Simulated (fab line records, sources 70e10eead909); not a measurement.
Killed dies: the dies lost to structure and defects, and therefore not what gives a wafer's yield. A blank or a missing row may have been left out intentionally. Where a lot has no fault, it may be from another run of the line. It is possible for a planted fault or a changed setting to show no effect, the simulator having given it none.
What tool caused it? | flow nandHarc | 12 lots, 36 wafers sampled, at 6 steps of a route of 1302

== WHAT THE GAUGES READ, wafer by wafer ==
NHARC_A_ONON_D2_THK_MEAS_30: measures by ellipsometry.
lot  | measured     | on           | thkNm (nm)
L075 | day 12 23:19 | filmMetro-01 | 1006 1006 1007
L077 | day 14 07:00 | filmMetro-01 | 1000 1002 1000
L079 | day 14 14:05 | filmMetro-01 | 1009 1010 1011
L081 | day 15 22:34 | filmMetro-02 | 1014 1013 1012
L083 | day 16 11:35 | filmMetro-02 | 1007 1007 1008
L085 | day 17 14:23 | filmMetro-01 | 1014 1015 1016
L087 | day 18 17:38 | filmMetro-01 | 1005 1005 1006
L088 | day 19 01:26 | filmMetro-02 | 993 994 994
L091 | day 19 21:35 | filmMetro-02 | 989 990 990
L093 | day 21 02:30 | filmMetro-02 | 992 991 992
L095 | day 21 19:43 | filmMetro-02 | 1003 1003 1002
L097 | day 23 00:10 | filmMetro-01 | 1000 1002 1000

== WHICH TOOL RAN EACH LOT (tool, then ch and the chambers of the sampled wafers, then the start) ==
lot  | NHARC_P_BONDPAD_ACTIVATE_29       | NHARC_A_CHANNEL_HOLE_D1_DEP_00 | NHARC_A_CHANNEL_HOLE_D1_DESCUM_15 | NHARC_A_CHANNEL_FILL_D1_ETCHBACK_20 | NHARC_A_DECK1_JOINT_DEP_16
L075 | rieDiel-13 ch 1,3, day 7 00:37    | aclDep-01 ch 0, day 8 13:53    | rieDiel-12 ch 0,1, day 8 16:44    | rieDiel-08 ch 0,3, day 9 21:05      | pecvd-02 ch 0,2, day 12 09:58
L077 | rieDiel-11 ch 0,2,3, day 8 02:12  | aclDep-01 ch 0, day 9 17:23    | rieDiel-12 ch 0,2, day 9 19:36    | rieDiel-05 ch 0,3, day 11 01:54     | pecvd-02 ch 1,2, day 13 17:47
L079 | rieDiel-11 ch 0,1,3, day 8 17:56  | aclDep-01 ch 0, day 10 03:41   | rieDiel-12 ch 0,2,3, day 10 06:30 | rieDiel-05 ch 0,1,2, day 11 14:01   | pecvd-01 ch 0,1,2, day 13 22:47
L081 | rieDiel-13 ch 0,1,2, day 9 21:56  | aclDep-02 ch 0, day 11 15:15   | rieDiel-10 ch 0,1, day 11 17:45   | rieDiel-08 ch 0,1,3, day 13 00:35   | pecvd-03 ch 0,1, day 15 09:13
L083 | rieDiel-06 ch 0,1,2, day 10 10:39 | aclDep-01 ch 0, day 12 02:53   | rieDiel-04 ch 0,1,2, day 12 05:18 | rieDiel-08 ch 0,1,3, day 13 12:46   | pecvd-01 ch 0,2, day 15 20:47
L085 | rieDiel-11 ch 0,2, day 11 11:02   | aclDep-03 ch 0, day 13 02:50   | rieDiel-12 ch 1,3, day 13 05:14   | rieDiel-05 ch 1,3, day 14 16:14     | pecvd-02 ch 1,2, day 17 01:36
L087 | rieDiel-13 ch 0,1, day 12 06:02   | aclDep-01 ch 0, day 14 02:21   | rieDiel-12 ch 2,3, day 14 04:44   | rieDiel-09 ch 0,1,3, day 15 11:53   | pecvd-03 ch 1,2, day 18 03:20
L088 | rieDiel-11 ch 0,1,3, day 12 20:59 | aclDep-02 ch 0, day 14 11:04   | rieDiel-12 ch 0,1,3, day 14 13:55 | rieDiel-09 ch 0,1,3, day 15 22:13   | pecvd-01 ch 1,2, day 18 10:01
L091 | rieDiel-06 ch 0,3, day 13 17:53   | aclDep-01 ch 0, day 15 07:16   | rieDiel-12 ch 0,1, day 15 09:27   | rieDiel-09 ch 1,2,3, day 16 15:31   | pecvd-01 ch 0,1,2, day 19 08:04
L093 | rieDiel-13 ch 0,1, day 14 20:00   | aclDep-02 ch 0, day 16 14:19   | rieDiel-10 ch 1,2, day 16 16:32   | rieDiel-09 ch 0,1, day 18 01:26     | pecvd-02 ch 0,1, day 20 13:48
L095 | rieDiel-06 ch 1,2,3, day 15 08:22 | aclDep-03 ch 0, day 17 03:12   | rieDiel-12 ch 0,2,3, day 17 05:56 | rieDiel-09 ch 0,2,3, day 18 20:31   | pecvd-03 ch 0,1,2, day 21 06:20
L097 | rieDiel-11 ch 0,2, day 16 15:58   | aclDep-02 ch 0, day 18 07:51   | rieDiel-04 ch 0,2,3, day 18 10:19 | rieDiel-05 ch 0,3, day 19 19:44     | pecvd-01 ch 0,1, day 22 11:25
- NHARC_P_BONDPAD_ACTIVATE_29: chemistry N2, time 60 s.
- NHARC_A_CHANNEL_HOLE_D1_DEP_00: deposits aC, target thk 3100 nm.
- NHARC_A_CHANNEL_HOLE_D1_DESCUM_15: chemistry O2, time 3 s.
- NHARC_A_CHANNEL_FILL_D1_ETCHBACK_20: etches the open film in C4F8/O2/Ar, target depth 27 nm, time 13.5 s.
- NHARC_A_DECK1_JOINT_DEP_16: deposits SiO2, target thk 45 nm.

== THE ANSWER, worked out from the rows above alone ==
Rule: the lots themselves supply what counts as usual. The widest of any qualifying gaps counts: lots, ordered by their means at a reading, are off when they make up no more than a third of the lots, leave a main group of 4 or more, and stand apart from it by 3 or more times the standard deviation of that group's means. If all means in a main group match to the digits the tables above print for the reading, that group is not used. Also off: a lot with no number at a reading for which 4 or more lots have one. The other lots that the step has rows for count as sound.
None of the lots is off at any reading shown; this tells nothing.

== WHAT HAD BEEN PUT IN BY THE SIMULATOR ==
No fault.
